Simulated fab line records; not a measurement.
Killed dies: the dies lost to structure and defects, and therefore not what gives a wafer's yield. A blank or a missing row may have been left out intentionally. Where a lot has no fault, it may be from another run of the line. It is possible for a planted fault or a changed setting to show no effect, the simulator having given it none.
The tool behind it: which one? / flow nand harc / 24 lots with 72 wafers sampled at 5 steps, on a route of 1302 steps

## WHAT THE GAUGES READ, wafer by wafer
NHARC_A_STAIRCASE_INSPECT_155.
lot=L074; measured=day 19 10:59; on=defect inspect-02; raw defect count=249 358 380
lot=L075; measured=day 19 10:43; on=defect inspect-01; raw defect count=394 413 359
lot=L076; measured=day 19 23:17; on=defect inspect-02; raw defect count=445 431 387
lot=L077; measured=day 20 08:53; on=defect inspect-02; raw defect count=452 384 525
lot=L078; measured=day 20 18:02; on=defect inspect-01; raw defect count=427 523 696
lot=L079; measured=day 20 17:36; on=defect inspect-02; raw defect count=374 460 458
lot=L080; measured=day 21 21:25; on=defect inspect-01; raw defect count=283 427 502
lot=L081; measured=day 21 20:44; on=defect inspect-01; raw defect count=332 349 328
lot=L082; measured=day 22 11:30; on=defect inspect-02; raw defect count=340 333 282
lot=L083; measured=day 22 23:27; on=defect inspect-01; raw defect count=290 361 370
lot=L084; measured=day 23 18:13; on=defect inspect-01; raw defect count=477 695 347
lot=L086; measured=day 23 23:19; on=defect inspect-01; raw defect count=464 362 407
lot=L085; measured=day 23 23:31; on=defect inspect-01; raw defect count=694 524 689
lot=L087; measured=day 24 09:48; on=defect inspect-02; raw defect count=373 394 335
lot=L089; measured=day 24 23:05; on=defect inspect-02; raw defect count=407 279 412
lot=L088; measured=day 25 06:09; on=defect inspect-02; raw defect count=493 410 385
lot=L091; measured=day 25 20:51; on=defect inspect-01; raw defect count=377 295 296
lot=L090; measured=day 26 05:30; on=defect inspect-02; raw defect count=403 465 489
lot=L092; measured=day 26 19:37; on=defect inspect-02; raw defect count=369 297 472
lot=L095; measured=day 27 09:23; on=defect inspect-01; raw defect count=310 507 390
lot=L094; measured=day 27 09:23; on=defect inspect-02; raw defect count=601 473 250
lot=L093; measured=day 27 11:59; on=defect inspect-01; raw defect count=315 572 521
lot=L096; measured=day 27 12:05; on=defect inspect-02; raw defect count=459 282 434
lot=L097; measured=day 29 00:07; on=defect inspect-02; raw defect count=447 304 378

## TOOL THAT RAN EACH LOT (tool first, then ch and the chambers of the sampled wafers, then the start)
lot=L074; NHARC_A_STAIRCASE_ETCH_451=rie diel-10 ch 0,1,3, day 19 10:59 or earlier; NHARC_A_STAIRCASE_ETCH_273=rie diel-10 ch 0,3, day 19 10:59 or earlier; NHARC_A_STAIRCASE_HM_OPEN_460=rie diel-10 ch 0,2,3, day 19 10:59 or earlier; NHARC_A_STAIRCASE_STRIP_295=rie diel-10 ch 1,2,3, day 19 10:59 or earlier
lot=L075; NHARC_A_STAIRCASE_ETCH_451=rie diel-01 ch 2,3, day 19 10:43 or earlier; NHARC_A_STAIRCASE_ETCH_273=rie diel-01 ch 1,2, day 19 10:43 or earlier; NHARC_A_STAIRCASE_HM_OPEN_460=rie diel-10 ch 0,1, day 19 10:43 or earlier; NHARC_A_STAIRCASE_STRIP_295=rie diel-10 ch 2,3, day 19 10:43 or earlier
lot=L076; NHARC_A_STAIRCASE_ETCH_451=rie diel-05 ch 1,2,3, day 19 23:17 or earlier; NHARC_A_STAIRCASE_ETCH_273=rie diel-05 ch 1,3, day 19 23:17 or earlier; NHARC_A_STAIRCASE_HM_OPEN_460=rie diel-05 ch 1,2,3, day 19 23:17 or earlier; NHARC_A_STAIRCASE_STRIP_295=rie diel-05 ch 1,2, day 19 23:17 or earlier
lot=L077; NHARC_A_STAIRCASE_ETCH_451=rie diel-01 ch 0,2,3, day 17 23:08 or earlier; NHARC_A_STAIRCASE_ETCH_273=rie diel-01 ch 1,2, day 17 23:08 or earlier; NHARC_A_STAIRCASE_HM_OPEN_460=rie diel-05 ch 2,3, day 17 23:08 or earlier; NHARC_A_STAIRCASE_STRIP_295=rie diel-01 ch 2,3, day 17 23:08
lot=L078; NHARC_A_STAIRCASE_ETCH_451=rie diel-10 ch 0,1, day 20 18:02 or earlier; NHARC_A_STAIRCASE_ETCH_273=rie diel-10 ch 1,2, day 20 18:02 or earlier; NHARC_A_STAIRCASE_HM_OPEN_460=rie diel-01 ch 0,3, day 20 18:02 or earlier; NHARC_A_STAIRCASE_STRIP_295=rie diel-01 ch 0,1,3, day 20 18:02 or earlier
lot=L079; NHARC_A_STAIRCASE_ETCH_451=rie diel-01 ch 2,3, day 20 17:36 or earlier; NHARC_A_STAIRCASE_ETCH_273=rie diel-01 ch 0,1,3, day 20 17:36 or earlier; NHARC_A_STAIRCASE_HM_OPEN_460=rie diel-01 ch 1,2, day 20 17:36 or earlier; NHARC_A_STAIRCASE_STRIP_295=rie diel-01 ch 0,1,2, day 20 17:36 or earlier
lot=L080; NHARC_A_STAIRCASE_ETCH_451=rie diel-05 ch 1,2,3, day 21 21:25 or earlier; NHARC_A_STAIRCASE_ETCH_273=rie diel-05 ch 0,1, day 21 21:25 or earlier; NHARC_A_STAIRCASE_HM_OPEN_460=rie diel-10 ch 1,2,3, day 21 21:25 or earlier; NHARC_A_STAIRCASE_STRIP_295=rie diel-10 ch 1,2,3, day 21 21:25 or earlier
lot=L081; NHARC_A_STAIRCASE_ETCH_451=rie diel-10 ch 0,2,3, day 21 20:44 or earlier; NHARC_A_STAIRCASE_ETCH_273=rie diel-10 ch 1,2,3, day 21 20:44 or earlier; NHARC_A_STAIRCASE_HM_OPEN_460=rie diel-05 ch 1,2, day 21 20:44 or earlier; NHARC_A_STAIRCASE_STRIP_295=rie diel-05 ch 0,3, day 21 20:44 or earlier
lot=L082; NHARC_A_STAIRCASE_ETCH_451=rie diel-10 ch 1,2,3, day 22 11:30 or earlier; NHARC_A_STAIRCASE_ETCH_273=rie diel-10 ch 0,1,3, day 22 11:30 or earlier; NHARC_A_STAIRCASE_HM_OPEN_460=rie diel-05 ch 1,2,3, day 22 11:30 or earlier; NHARC_A_STAIRCASE_STRIP_295=rie diel-05 ch 1,2,3, day 22 11:30 or earlier
lot=L083; NHARC_A_STAIRCASE_ETCH_451=rie diel-10 ch 0,1,3, day 22 23:27 or earlier; NHARC_A_STAIRCASE_ETCH_273=rie diel-10 ch 0,1, day 22 23:27 or earlier; NHARC_A_STAIRCASE_HM_OPEN_460=rie diel-05 ch 1,2,3, day 22 23:27 or earlier; NHARC_A_STAIRCASE_STRIP_295=rie diel-05 ch 1,2, day 22 23:27 or earlier
lot=L084; NHARC_A_STAIRCASE_ETCH_451=rie diel-05 ch 0,1, day 23 18:13 or earlier; NHARC_A_STAIRCASE_ETCH_273=rie diel-05 ch 0,3, day 23 18:13 or earlier; NHARC_A_STAIRCASE_HM_OPEN_460=rie diel-10 ch 0,2, day 23 18:13 or earlier; NHARC_A_STAIRCASE_STRIP_295=rie diel-10 ch 1,2, day 23 18:13 or earlier
lot=L086; NHARC_A_STAIRCASE_ETCH_451=rie diel-01 ch 0,2,3, day 23 23:19 or earlier; NHARC_A_STAIRCASE_ETCH_273=rie diel-01 ch 0,1,2, day 23 23:19 or earlier; NHARC_A_STAIRCASE_HM_OPEN_460=rie diel-01 ch 0,2,3, day 23 23:19 or earlier; NHARC_A_STAIRCASE_STRIP_295=rie diel-01 ch 0,2,3, day 23 23:19 or earlier
lot=L085; NHARC_A_STAIRCASE_ETCH_451=rie diel-05 ch 0,2,3, day 23 23:31 or earlier; NHARC_A_STAIRCASE_ETCH_273=rie diel-05 ch 0,3, day 23 23:31 or earlier; NHARC_A_STAIRCASE_HM_OPEN_460=rie diel-10 ch 1,3, day 23 23:31 or earlier; NHARC_A_STAIRCASE_STRIP_295=rie diel-10 ch 0,2, day 23 23:31 or earlier
lot=L087; NHARC_A_STAIRCASE_ETCH_451=rie diel-01 ch 1,2,3, day 24 09:48 or earlier; NHARC_A_STAIRCASE_ETCH_273=rie diel-01 ch 0,1, day 24 09:48 or earlier; NHARC_A_STAIRCASE_HM_OPEN_460=rie diel-05 ch 0,1, day 24 09:48 or earlier; NHARC_A_STAIRCASE_STRIP_295=rie diel-05 ch 1,2,3, day 24 09:48 or earlier
lot=L089; NHARC_A_STAIRCASE_ETCH_451=rie diel-05 ch 1,2, day 24 23:05 or earlier; NHARC_A_STAIRCASE_ETCH_273=rie diel-05 ch 0,1,2, day 24 23:05 or earlier; NHARC_A_STAIRCASE_HM_OPEN_460=rie diel-01 ch 1,2,3, day 24 23:05 or earlier; NHARC_A_STAIRCASE_STRIP_295=rie diel-01 ch 0,1,2, day 24 23:05 or earlier
lot=L088; NHARC_A_STAIRCASE_ETCH_451=rie diel-05 ch 0,1,2, day 25 06:09 or earlier; NHARC_A_STAIRCASE_ETCH_273=rie diel-05 ch 0,2,3, day 25 06:09 or earlier; NHARC_A_STAIRCASE_HM_OPEN_460=rie diel-05 ch 1,2,3, day 25 06:09 or earlier; NHARC_A_STAIRCASE_STRIP_295=rie diel-05 ch 1,2,3, day 25 06:09 or earlier
lot=L091; NHARC_A_STAIRCASE_ETCH_451=rie diel-05 ch 0,2,3, day 25 20:51 or earlier; NHARC_A_STAIRCASE_ETCH_273=rie diel-05 ch 1,2,3, day 25 20:51 or earlier; NHARC_A_STAIRCASE_HM_OPEN_460=rie diel-05 ch 0,1,3, day 25 20:51 or earlier; NHARC_A_STAIRCASE_STRIP_295=rie diel-05 ch 0,2,3, day 25 20:51 or earlier
lot=L090; NHARC_A_STAIRCASE_ETCH_451=rie diel-10 ch 0,2, day 26 05:30 or earlier; NHARC_A_STAIRCASE_ETCH_273=rie diel-10 ch 0,3, day 26 05:30 or earlier; NHARC_A_STAIRCASE_HM_OPEN_460=rie diel-01 ch 0,1, day 26 05:30 or earlier; NHARC_A_STAIRCASE_STRIP_295=rie diel-01 ch 2,3, day 26 05:30 or earlier
lot=L092; NHARC_A_STAIRCASE_ETCH_451=rie diel-10 ch 0,1,2, day 26 19:37 or earlier; NHARC_A_STAIRCASE_ETCH_273=rie diel-10 ch 0,2,3, day 26 19:37 or earlier; NHARC_A_STAIRCASE_HM_OPEN_460=rie diel-10 ch 0,1,2, day 26 19:37 or earlier; NHARC_A_STAIRCASE_STRIP_295=rie diel-10 ch 1,2,3, day 26 19:37 or earlier
lot=L095; NHARC_A_STAIRCASE_ETCH_451=rie diel-01 ch 0,1,2, day 27 09:23 or earlier; NHARC_A_STAIRCASE_ETCH_273=rie diel-01 ch 0,2,3, day 27 09:23 or earlier; NHARC_A_STAIRCASE_HM_OPEN_460=rie diel-10 ch 0,3, day 27 09:23 or earlier; NHARC_A_STAIRCASE_STRIP_295=rie diel-10 ch 0,1,3, day 27 09:23 or earlier
lot=L094; NHARC_A_STAIRCASE_ETCH_451=rie diel-10 ch 1,2,3, day 27 09:23 or earlier; NHARC_A_STAIRCASE_ETCH_273=rie diel-10 ch 0,2,3, day 27 09:23 or earlier; NHARC_A_STAIRCASE_HM_OPEN_460=rie diel-05 ch 1,2,3, day 27 09:23 or earlier; NHARC_A_STAIRCASE_STRIP_295=rie diel-05 ch 1,3, day 27 09:23 or earlier
lot=L093; NHARC_A_STAIRCASE_ETCH_451=rie diel-01 ch 0,3, day 27 11:59 or earlier; NHARC_A_STAIRCASE_ETCH_273=rie diel-01 ch 0,1, day 27 11:59 or earlier; NHARC_A_STAIRCASE_HM_OPEN_460=rie diel-01 ch 1,2, day 27 11:59 or earlier; NHARC_A_STAIRCASE_STRIP_295=rie diel-01 ch 1,2,3, day 27 11:59 or earlier
lot=L096; NHARC_A_STAIRCASE_ETCH_451=rie diel-10 ch 0,2,3, day 27 12:05 or earlier; NHARC_A_STAIRCASE_ETCH_273=rie diel-10 ch 0,3, day 27 12:05 or earlier; NHARC_A_STAIRCASE_HM_OPEN_460=rie diel-10 ch 0,1,2, day 27 12:05 or earlier; NHARC_A_STAIRCASE_STRIP_295=rie diel-10 ch 2,3, day 27 12:05 or earlier
lot=L097; NHARC_A_STAIRCASE_ETCH_451=rie diel-01 ch 1,2,3, day 29 00:07 or earlier; NHARC_A_STAIRCASE_ETCH_273=rie diel-01 ch 0,1,3, day 29 00:07 or earlier; NHARC_A_STAIRCASE_HM_OPEN_460=rie diel-05 ch 1,2,3, day 29 00:07 or earlier; NHARC_A_STAIRCASE_STRIP_295=rie diel-05 ch 1,2,3, day 29 00:07 or earlier
- NHARC_A_STAIRCASE_ETCH_451: etches the open film in CF4/O2, target depth 30 nm, overetch 3 nm, time 16.5 s.
- NHARC_A_STAIRCASE_ETCH_273: etches the open film in C4F8/O2/Ar, target depth 10200 nm, time 2468.6 s.
- NHARC_A_STAIRCASE_HM_OPEN_460: chemistry O2/COS.
- NHARC_A_STAIRCASE_STRIP_295: strips in O2.

## AS READ BY THE TOOLS THEMSELVES (means over the sampled wafers that have a number; for cases with no such wafer, the mark the record gives instead)
NHARC_A_STAIRCASE_ETCH_451.
lot=L074; tool=rie diel-10; drypump motor current A (A)=5.7; oes product au (a.u.)=1.006; rf vpp V (V)=198.1; showerhead plenum p Torr (Torr)=1.34; throttle valve pct (%)=13.398
lot=L075; tool=rie diel-01; drypump motor current A (A)=5.7; oes product au (a.u.)=0.996; rf vpp V (V)=197.8; showerhead plenum p Torr (Torr)=1.36; throttle valve pct (%)=13.394
lot=L076; tool=rie diel-05; drypump motor current A (A)=5.4; oes product au (a.u.)=1.009; rf vpp V (V)=198.2; showerhead plenum p Torr (Torr)=1.32; throttle valve pct (%)=13.400
lot=L077; tool=rie diel-01; drypump motor current A (A)=5.6; oes product au (a.u.)=1.014; rf vpp V (V)=197.5; showerhead plenum p Torr (Torr)=1.36; throttle valve pct (%)=13.386
lot=L078; tool=rie diel-10; drypump motor current A (A)=5.5; oes product au (a.u.)=0.996; rf vpp V (V)=198.1; showerhead plenum p Torr (Torr)=1.36; throttle valve pct (%)=13.397
lot=L079; tool=rie diel-01; drypump motor current A (A)=5.7; oes product au (a.u.)=1.002; rf vpp V (V)=197.9; showerhead plenum p Torr (Torr)=1.36; throttle valve pct (%)=13.403
lot=L080; tool=rie diel-05; drypump motor current A (A)=5.4; oes product au (a.u.)=0.996; rf vpp V (V)=196.9; showerhead plenum p Torr (Torr)=1.32; throttle valve pct (%)=13.398
lot=L081; tool=rie diel-10; drypump motor current A (A)=5.6; oes product au (a.u.)=1.008; rf vpp V (V)=197.6; showerhead plenum p Torr (Torr)=1.35; throttle valve pct (%)=13.391
lot=L082; tool=rie diel-10; drypump motor current A (A)=6.0; oes product au (a.u.)=1.009; rf vpp V (V)=198.2; showerhead plenum p Torr (Torr)=1.35; throttle valve pct (%)=13.404
lot=L083; tool=rie diel-10; drypump motor current A (A)=5.8; oes product au (a.u.)=0.999; rf vpp V (V)=198.4; showerhead plenum p Torr (Torr)=1.33; throttle valve pct (%)=13.394
lot=L084; tool=rie diel-05; drypump motor current A (A)=5.5; oes product au (a.u.)=1.009; rf vpp V (V)=197.6; showerhead plenum p Torr (Torr)=1.32; throttle valve pct (%)=13.395
lot=L086; tool=rie diel-01; drypump motor current A (A)=5.6; oes product au (a.u.)=1.006; rf vpp V (V)=197.8; showerhead plenum p Torr (Torr)=1.35; throttle valve pct (%)=13.406
lot=L085; tool=rie diel-05; drypump motor current A (A)=5.1; oes product au (a.u.)=0.999; rf vpp V (V)=198.5; showerhead plenum p Torr (Torr)=1.35; throttle valve pct (%)=13.407
lot=L087; tool=rie diel-01; drypump motor current A (A)=5.8; oes product au (a.u.)=1.002; rf vpp V (V)=198.8; showerhead plenum p Torr (Torr)=1.37; throttle valve pct (%)=13.395
lot=L089; tool=rie diel-05; drypump motor current A (A)=5.2; oes product au (a.u.)=1.004; rf vpp V (V)=198.4; showerhead plenum p Torr (Torr)=1.35; throttle valve pct (%)=13.400
lot=L088; tool=rie diel-05; drypump motor current A (A)=5.4; oes product au (a.u.)=0.998; rf vpp V (V)=197.6; showerhead plenum p Torr (Torr)=1.33; throttle valve pct (%)=13.394
lot=L091; tool=rie diel-05; drypump motor current A (A)=5.1; oes product au (a.u.)=0.998; rf vpp V (V)=197.6; showerhead plenum p Torr (Torr)=1.34; throttle valve pct (%)=13.398
lot=L090; tool=rie diel-10; drypump motor current A (A)=5.5; oes product au (a.u.)=0.996; rf vpp V (V)=198.4; showerhead plenum p Torr (Torr)=1.38; throttle valve pct (%)=13.404
lot=L092; tool=rie diel-10; drypump motor current A (A)=5.7; oes product au (a.u.)=0.996; rf vpp V (V)=199.1; showerhead plenum p Torr (Torr)=1.37; throttle valve pct (%)=13.408
lot=L095; tool=rie diel-01; drypump motor current A (A)=5.7; oes product au (a.u.)=0.991; rf vpp V (V)=198.3; showerhead plenum p Torr (Torr)=1.36; throttle valve pct (%)=13.397
lot=L094; tool=rie diel-10; drypump motor current A (A)=6.0; oes product au (a.u.)=1.001; rf vpp V (V)=198.2; showerhead plenum p Torr (Torr)=1.34; throttle valve pct (%)=13.396
lot=L093; tool=rie diel-01; drypump motor current A (A)=5.6; oes product au (a.u.)=0.993; rf vpp V (V)=198.6; showerhead plenum p Torr (Torr)=1.35; throttle valve pct (%)=13.395
lot=L096; tool=rie diel-10; drypump motor current A (A)=5.6; oes product au (a.u.)=1.013; rf vpp V (V)=198.6; showerhead plenum p Torr (Torr)=1.34; throttle valve pct (%)=13.401
lot=L097; tool=rie diel-01; drypump motor current A (A)=5.9; oes product au (a.u.)=1.003; rf vpp V (V)=198.4; showerhead plenum p Torr (Torr)=1.36; throttle valve pct (%)=13.403

NHARC_A_STAIRCASE_ETCH_273.
lot=L074; tool=rie diel-10; oes product au (a.u.)=0.926; rf vpp V (V)=1827
lot=L075; tool=rie diel-01; oes product au (a.u.)=0.950; rf vpp V (V)=1840
lot=L076; tool=rie diel-05; oes product au (a.u.)=0.924; rf vpp V (V)=1817
lot=L077; tool=rie diel-01; oes product au (a.u.)=0.944; rf vpp V (V)=1839
lot=L078; tool=rie diel-10; oes product au (a.u.)=0.929; rf vpp V (V)=1839
lot=L079; tool=rie diel-01; oes product au (a.u.)=0.930; rf vpp V (V)=1836
lot=L080; tool=rie diel-05; oes product au (a.u.)=0.950; rf vpp V (V)=1818
lot=L081; tool=rie diel-10; oes product au (a.u.)=0.956; rf vpp V (V)=1830
lot=L082; tool=rie diel-10; oes product au (a.u.)=0.934; rf vpp V (V)=1826
lot=L083; tool=rie diel-10; oes product au (a.u.)=0.926; rf vpp V (V)=1831
lot=L084; tool=rie diel-05; oes product au (a.u.)=0.936; rf vpp V (V)=1822
lot=L086; tool=rie diel-01; oes product au (a.u.)=0.953; rf vpp V (V)=1834
lot=L085; tool=rie diel-05; oes product au (a.u.)=0.946; rf vpp V (V)=1822
lot=L087; tool=rie diel-01; oes product au (a.u.)=0.935; rf vpp V (V)=1834
lot=L089; tool=rie diel-05; oes product au (a.u.)=0.943; rf vpp V (V)=1827
lot=L088; tool=rie diel-05; oes product au (a.u.)=0.935; rf vpp V (V)=1828
lot=L091; tool=rie diel-05; oes product au (a.u.)=0.933; rf vpp V (V)=1822
lot=L090; tool=rie diel-10; oes product au (a.u.)=0.933; rf vpp V (V)=1824
lot=L092; tool=rie diel-10; oes product au (a.u.)=0.947; rf vpp V (V)=1828
lot=L095; tool=rie diel-01; oes product au (a.u.)=0.946; rf vpp V (V)=1828
lot=L094; tool=rie diel-10; oes product au (a.u.)=0.951; rf vpp V (V)=1827
lot=L093; tool=rie diel-01; oes product au (a.u.)=0.938; rf vpp V (V)=1837
lot=L096; tool=rie diel-10; oes product au (a.u.)=0.931; rf vpp V (V)=1820
lot=L097; tool=rie diel-01; oes product au (a.u.)=0.942; rf vpp V (V)=1833

NHARC_A_STAIRCASE_HM_OPEN_460.
lot=L074; tool=rie diel-10; drypump motor current A (A)=5.5; oes product au (a.u.)=0.995; rf vpp V (V)=468.6; showerhead plenum p Torr (Torr)=3.16; throttle valve pct (%)=28.328
lot=L075; tool=rie diel-10; drypump motor current A (A)=5.9; oes product au (a.u.)=0.992; rf vpp V (V)=468.3; showerhead plenum p Torr (Torr)=3.19; throttle valve pct (%)=28.332
lot=L076; tool=rie diel-05; drypump motor current A (A)=5.4; oes product au (a.u.)=0.999; rf vpp V (V)=466.9; showerhead plenum p Torr (Torr)=3.09; throttle valve pct (%)=28.323
lot=L077; tool=rie diel-05; drypump motor current A (A)=5.0; oes product au (a.u.)=1.005; rf vpp V (V)=468.5; showerhead plenum p Torr (Torr)=3.20; throttle valve pct (%)=28.334
lot=L078; tool=rie diel-01; drypump motor current A (A)=5.6; oes product au (a.u.)=1.005; rf vpp V (V)=469.4; showerhead plenum p Torr (Torr)=3.17; throttle valve pct (%)=28.321
lot=L079; tool=rie diel-01; drypump motor current A (A)=6.0; oes product au (a.u.)=1.000; rf vpp V (V)=469.9; showerhead plenum p Torr (Torr)=3.25; throttle valve pct (%)=28.325
lot=L080; tool=rie diel-10; drypump motor current A (A)=6.0; oes product au (a.u.)=1.010; rf vpp V (V)=468.1; showerhead plenum p Torr (Torr)=3.16; throttle valve pct (%)=28.330
lot=L081; tool=rie diel-05; drypump motor current A (A)=5.3; oes product au (a.u.)=1.000; rf vpp V (V)=467.8; showerhead plenum p Torr (Torr)=3.17; throttle valve pct (%)=28.326
lot=L082; tool=rie diel-05; drypump motor current A (A)=5.4; oes product au (a.u.)=1.004; rf vpp V (V)=466.3; showerhead plenum p Torr (Torr)=3.08; throttle valve pct (%)=28.325
lot=L083; tool=rie diel-05; drypump motor current A (A)=5.5; oes product au (a.u.)=1.005; rf vpp V (V)=466.4; showerhead plenum p Torr (Torr)=3.08; throttle valve pct (%)=28.325
lot=L084; tool=rie diel-10; drypump motor current A (A)=5.5; oes product au (a.u.)=1.001; rf vpp V (V)=469.5; showerhead plenum p Torr (Torr)=3.23; throttle valve pct (%)=28.326
lot=L086; tool=rie diel-01; drypump motor current A (A)=5.6; oes product au (a.u.)=1.012; rf vpp V (V)=468.6; showerhead plenum p Torr (Torr)=3.15; throttle valve pct (%)=28.324
lot=L085; tool=rie diel-10; drypump motor current A (A)=6.2; oes product au (a.u.)=1.007; rf vpp V (V)=467.0; showerhead plenum p Torr (Torr)=3.12; throttle valve pct (%)=28.335
lot=L087; tool=rie diel-05; drypump motor current A (A)=5.6; oes product au (a.u.)=1.004; rf vpp V (V)=466.6; showerhead plenum p Torr (Torr)=3.09; throttle valve pct (%)=28.325
lot=L089; tool=rie diel-01; drypump motor current A (A)=5.8; oes product au (a.u.)=1.004; rf vpp V (V)=469.0; showerhead plenum p Torr (Torr)=3.20; throttle valve pct (%)=28.337
lot=L088; tool=rie diel-05; drypump motor current A (A)=5.4; oes product au (a.u.)=1.008; rf vpp V (V)=466.3; showerhead plenum p Torr (Torr)=3.07; throttle valve pct (%)=28.333
lot=L091; tool=rie diel-05; drypump motor current A (A)=5.5; oes product au (a.u.)=1.004; rf vpp V (V)=464.7; showerhead plenum p Torr (Torr)=3.03; throttle valve pct (%)=28.326
lot=L090; tool=rie diel-01; drypump motor current A (A)=5.9; oes product au (a.u.)=1.009; rf vpp V (V)=469.4; showerhead plenum p Torr (Torr)=3.24; throttle valve pct (%)=28.329
lot=L092; tool=rie diel-10; drypump motor current A (A)=5.7; oes product au (a.u.)=1.001; rf vpp V (V)=467.8; showerhead plenum p Torr (Torr)=3.19; throttle valve pct (%)=28.330
lot=L095; tool=rie diel-10; drypump motor current A (A)=5.3; oes product au (a.u.)=1.004; rf vpp V (V)=466.9; showerhead plenum p Torr (Torr)=3.08; throttle valve pct (%)=28.323
lot=L094; tool=rie diel-05; drypump motor current A (A)=5.4; oes product au (a.u.)=1.001; rf vpp V (V)=465.5; showerhead plenum p Torr (Torr)=3.06; throttle valve pct (%)=28.319
lot=L093; tool=rie diel-01; drypump motor current A (A)=5.9; oes product au (a.u.)=0.999; rf vpp V (V)=469.2; showerhead plenum p Torr (Torr)=3.23; throttle valve pct (%)=28.342
lot=L096; tool=rie diel-10; drypump motor current A (A)=5.7; oes product au (a.u.)=1.011; rf vpp V (V)=468.5; showerhead plenum p Torr (Torr)=3.18; throttle valve pct (%)=28.330
lot=L097; tool=rie diel-05; drypump motor current A (A)=5.4; oes product au (a.u.)=1.003; rf vpp V (V)=466.7; showerhead plenum p Torr (Torr)=3.06; throttle valve pct (%)=28.328

NHARC_A_STAIRCASE_STRIP_295.
lot=L074; tool=rie diel-10; drypump motor current A (A)=6.0; oes product au (a.u.)=0.992; rf vpp V (V)=58.1; showerhead plenum p Torr (Torr)=3.58; throttle valve pct (%)=17.031
lot=L075; tool=rie diel-10; drypump motor current A (A)=5.8; oes product au (a.u.)=0.997; rf vpp V (V)=57.8; showerhead plenum p Torr (Torr)=3.52; throttle valve pct (%)=17.040
lot=L076; tool=rie diel-05; drypump motor current A (A)=5.3; oes product au (a.u.)=0.994; rf vpp V (V)=57.7; showerhead plenum p Torr (Torr)=3.59; throttle valve pct (%)=17.034
lot=L077; tool=rie diel-01; drypump motor current A (A)=5.6; oes product au (a.u.)=1.010; rf vpp V (V)=57.0; showerhead plenum p Torr (Torr)=3.57; throttle valve pct (%)=17.033
lot=L078; tool=rie diel-01; drypump motor current A (A)=5.9; oes product au (a.u.)=1.005; rf vpp V (V)=58.7; showerhead plenum p Torr (Torr)=3.64; throttle valve pct (%)=17.032
lot=L079; tool=rie diel-01; drypump motor current A (A)=5.7; oes product au (a.u.)=1.011; rf vpp V (V)=58.8; showerhead plenum p Torr (Torr)=3.62; throttle valve pct (%)=17.040
lot=L080; tool=rie diel-10; drypump motor current A (A)=6.0; oes product au (a.u.)=1.001; rf vpp V (V)=56.5; showerhead plenum p Torr (Torr)=3.57; throttle valve pct (%)=17.036
lot=L081; tool=rie diel-05; drypump motor current A (A)=5.3; oes product au (a.u.)=1.005; rf vpp V (V)=57.5; showerhead plenum p Torr (Torr)=3.47; throttle valve pct (%)=17.037
lot=L082; tool=rie diel-05; drypump motor current A (A)=5.4; oes product au (a.u.)=1.007; rf vpp V (V)=57.6; showerhead plenum p Torr (Torr)=3.48; throttle valve pct (%)=17.029
lot=L083; tool=rie diel-05; drypump motor current A (A)=5.7; oes product au (a.u.)=0.994; rf vpp V (V)=57.0; showerhead plenum p Torr (Torr)=3.45; throttle valve pct (%)=17.028
lot=L084; tool=rie diel-10; drypump motor current A (A)=6.2; oes product au (a.u.)=0.998; rf vpp V (V)=57.6; showerhead plenum p Torr (Torr)=3.63; throttle valve pct (%)=17.041
lot=L086; tool=rie diel-01; drypump motor current A (A)=5.6; oes product au (a.u.)=1.004; rf vpp V (V)=57.8; showerhead plenum p Torr (Torr)=3.56; throttle valve pct (%)=17.044
lot=L085; tool=rie diel-10; drypump motor current A (A)=5.3; oes product au (a.u.)=1.005; rf vpp V (V)=57.9; showerhead plenum p Torr (Torr)=3.60; throttle valve pct (%)=17.043
lot=L087; tool=rie diel-05; drypump motor current A (A)=5.4; oes product au (a.u.)=0.998; rf vpp V (V)=56.7; showerhead plenum p Torr (Torr)=3.47; throttle valve pct (%)=17.026
lot=L089; tool=rie diel-01; drypump motor current A (A)=5.7; oes product au (a.u.)=1.003; rf vpp V (V)=57.2; showerhead plenum p Torr (Torr)=3.61; throttle valve pct (%)=17.041
lot=L088; tool=rie diel-05; drypump motor current A (A)=5.4; oes product au (a.u.)=0.996; rf vpp V (V)=57.8; showerhead plenum p Torr (Torr)=3.47; throttle valve pct (%)=17.040
lot=L091; tool=rie diel-05; drypump motor current A (A)=5.2; oes product au (a.u.)=0.998; rf vpp V (V)=58.2; showerhead plenum p Torr (Torr)=3.55; throttle valve pct (%)=17.042
lot=L090; tool=rie diel-01; drypump motor current A (A)=5.8; oes product au (a.u.)=1.011; rf vpp V (V)=57.7; showerhead plenum p Torr (Torr)=3.55; throttle valve pct (%)=17.041
lot=L092; tool=rie diel-10; drypump motor current A (A)=6.0; oes product au (a.u.)=0.998; rf vpp V (V)=57.9; showerhead plenum p Torr (Torr)=3.55; throttle valve pct (%)=17.031
lot=L095; tool=rie diel-10; drypump motor current A (A)=5.8; oes product au (a.u.)=1.003; rf vpp V (V)=58.1; showerhead plenum p Torr (Torr)=3.50; throttle valve pct (%)=17.036
lot=L094; tool=rie diel-05; drypump motor current A (A)=5.8; oes product au (a.u.)=0.999; rf vpp V (V)=57.7; showerhead plenum p Torr (Torr)=3.34; throttle valve pct (%)=17.035
lot=L093; tool=rie diel-01; drypump motor current A (A)=5.9; oes product au (a.u.)=1.002; rf vpp V (V)=57.0; showerhead plenum p Torr (Torr)=3.60; throttle valve pct (%)=17.036
lot=L096; tool=rie diel-10; drypump motor current A (A)=5.8; oes product au (a.u.)=1.018; rf vpp V (V)=58.3; showerhead plenum p Torr (Torr)=3.48; throttle valve pct (%)=17.043
lot=L097; tool=rie diel-05; drypump motor current A (A)=5.5; oes product au (a.u.)=1.002; rf vpp V (V)=57.0; showerhead plenum p Torr (Torr)=3.46; throttle valve pct (%)=17.034

## THE ANSWER, worked out from the rows above alone
Rule: the usual values come from the lots themselves. Put in order of their means at a reading, lots are off if they are a third of the lots or fewer, leave a main group of 4 or more, and stand apart from it by a gap of 3 or more times the standard deviation of the main group's means; of several such gaps the widest counts. Not used: any main group whose means are identical at the precision the tables above print for the reading. A lot without any number at a reading at which 4 lots or more have one is off too. All remaining lots with rows at the step are treated as sound. The gauges are gone through in route order, then the tools' own readings, and for those a lot's mean is taken as printed above. The first step at which some lot is off is used, and at that step the reading that is off furthest; a lot without a number counts as furthest.
No lot is off at any reading shown: from this, nothing can be told.

## WHAT WAS PUT IN BY THE SIMULATOR
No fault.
